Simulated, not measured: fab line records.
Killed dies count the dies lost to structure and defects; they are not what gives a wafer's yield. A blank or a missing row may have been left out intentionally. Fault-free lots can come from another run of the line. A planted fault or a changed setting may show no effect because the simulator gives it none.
Split-lot trial	flow n5Finfet	on a route of 1938 steps: 7 lots, 21 wafers read

== THE SPLIT ITSELF ==
At N5_GATE_CUT_COAT_27 (time 60 s, resist thk 10 nm), the setting spinRpm was moved away from the recipe's 1500 rpm on 5 of the 21 wafers read, by -11.1% to +8.7%. All remaining wafers had this setting at the recipe value.

== FROM THE SPLIT TO THE READING: what the file shows between them, 4 steps ==
- N5_GATE_CUT_COAT_07: resist thk 30 nm
- N5_GATE_CUT_EBR_09
- N5_GATE_CUT_DESCUM_18: chemistry O2, time 7 s
- N5_GATE_CUT_ETCH_28: etches underlayer in N2/H2, target depth 13 nm, time 10.4 s

== THE READING ==
CAR-EUV_of_GATE_CUT_COAT_07.thkNm (the simulator's own value, which no gauge read), in nm, at N5_GATE_CUT_ETCH_36 (etches SiARC in CF4, target depth 13 nm, time 21.7 s). No usual value for it is given in the file. Average 6.8 nm, standard deviation 0.086 nm, over the 16 wafers here run with the recipe.

wafer	tool, chamber at the split	spinRpm as run, rpm	against the recipe	CAR-EUV_of_GATE_CUT_COAT_07.thkNm, nm	against lot-mates on the recipe
L080.2	lithoTrack-05, 0	1367	-8.9%	6.4	-0.6
L080.4	lithoTrack-05, 0	1500	recipe	7	-
L080.6	lithoTrack-05, 0	1500	recipe	7	-
L082.1	lithoTrack-02, 0	1500	recipe	6.8	-
L082.2	lithoTrack-02, 0	1500	recipe	6.8	-
L082.3	lithoTrack-02, 0	1500	recipe	6.8	-
L083.1	lithoTrack-05, 0	1500	recipe	6.8	-
L083.2	lithoTrack-05, 0	1334	-11.1%	6.2	-0.5
L083.5	lithoTrack-05, 0	1500	recipe	6.6	-
L086.1	lithoTrack-02, 0	1500	recipe	6.8	-
L086.3	lithoTrack-02, 0	1339	-10.7%	6.2	-0.6
L086.6	lithoTrack-02, 0	1500	recipe	6.8	-
L090.2	lithoTrack-02, 0	1606	+7.1%	7.2	+0.4
L090.4	lithoTrack-02, 0	1500	recipe	6.8	-
L090.6	lithoTrack-02, 0	1500	recipe	6.8	-
L091.2	lithoTrack-04, 0	1500	recipe	6.8	-
L091.4	lithoTrack-04, 0	1500	recipe	6.8	-
L091.6	lithoTrack-04, 0	1500	recipe	6.8	-
L094.3	lithoTrack-05, 0	1500	recipe	6.8	-
L094.5	lithoTrack-05, 0	1630	+8.7%	7.2	+0.4
L094.6	lithoTrack-05, 0	1500	recipe	6.8	-

FIT RESULTS
A straight line over all 21 wafers: CAR-EUV_of_GATE_CUT_COAT_07.thkNm changes by +0.0522 nm for each +1% of spinRpm; r = +0.95; the points scatter about the line by 0.082 nm.
The same after taking each lot's own level away (the mean of its wafers on the recipe; 21 wafers): +0.0533 nm for each +1%; r = +0.98; scatter 0.051 nm.
On that fit, the largest move of spinRpm shifts the reading by 0.59 nm.
From 6.70 to 7.00 nm: that is the span of the lots' own levels, equal to 3.5 times the standard deviation above.
The two slopes are in agreement: the lot-to-lot level therefore moves the slope only a little.
Check: with one of the wafers moved furthest among these (-11.1%) left out of the fit, the line predicts -0.634 nm for it against its lot-mates. Against them it came out at -0.5 nm.

== OTHER SPLITS ON THESE WAFERS ==
Before the reading, these wafers also passed through other splits. Each is held against what the fit with the lots' levels taken away leaves over:
other split on the same wafers	wafers away from the commonest value	r with CAR-EUV_of_GATE_CUT_COAT_07.thkNm (lot level and that fit taken away)
N5_HKMG_FIN_ETCH_54 sourceW	7	+0.13

== THE WHOLE CHAIN: every reading that the file lists as answering this split, in the file's order ==
step	what it does	reading	change (the file's fit)	r (the file's)
N5_GATE_CUT_COAT_27	time 60 s, resist thk 10 nm	underlayer_of_GATE_CUT_COAT_27.thkNm (the simulator's own value, which no gauge read)	-0.0487 nm for each +1% of the setting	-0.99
N5_GATE_CUT_ETCH_28	etches underlayer in N2/H2, target depth 13 nm, time 10.4 s	CAR-EUV_of_GATE_CUT_COAT_07.thkNm (the simulator's own value, which no gauge read)	+0.0547 nm for each +1% of the setting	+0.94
N5_GATE_CUT_ETCH_28	etches underlayer in N2/H2, target depth 13 nm, time 10.4 s	etch.depthNm (the simulator's own value, which no gauge read)	-0.0503 nm for each +1% of the setting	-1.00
N5_GATE_CUT_ETCH_36	etches SiARC in CF4, target depth 13 nm, time 21.7 s	CAR-EUV_of_GATE_CUT_COAT_07.thkNm (the simulator's own value, which no gauge read)	+0.0534 nm for each +1% of the setting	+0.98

== THE FILE'S OWN FIT ==
CAR-EUV_of_GATE_CUT_COAT_07.thkNm changes by +0.0534 nm for each +1% of spinRpm, r = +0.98.
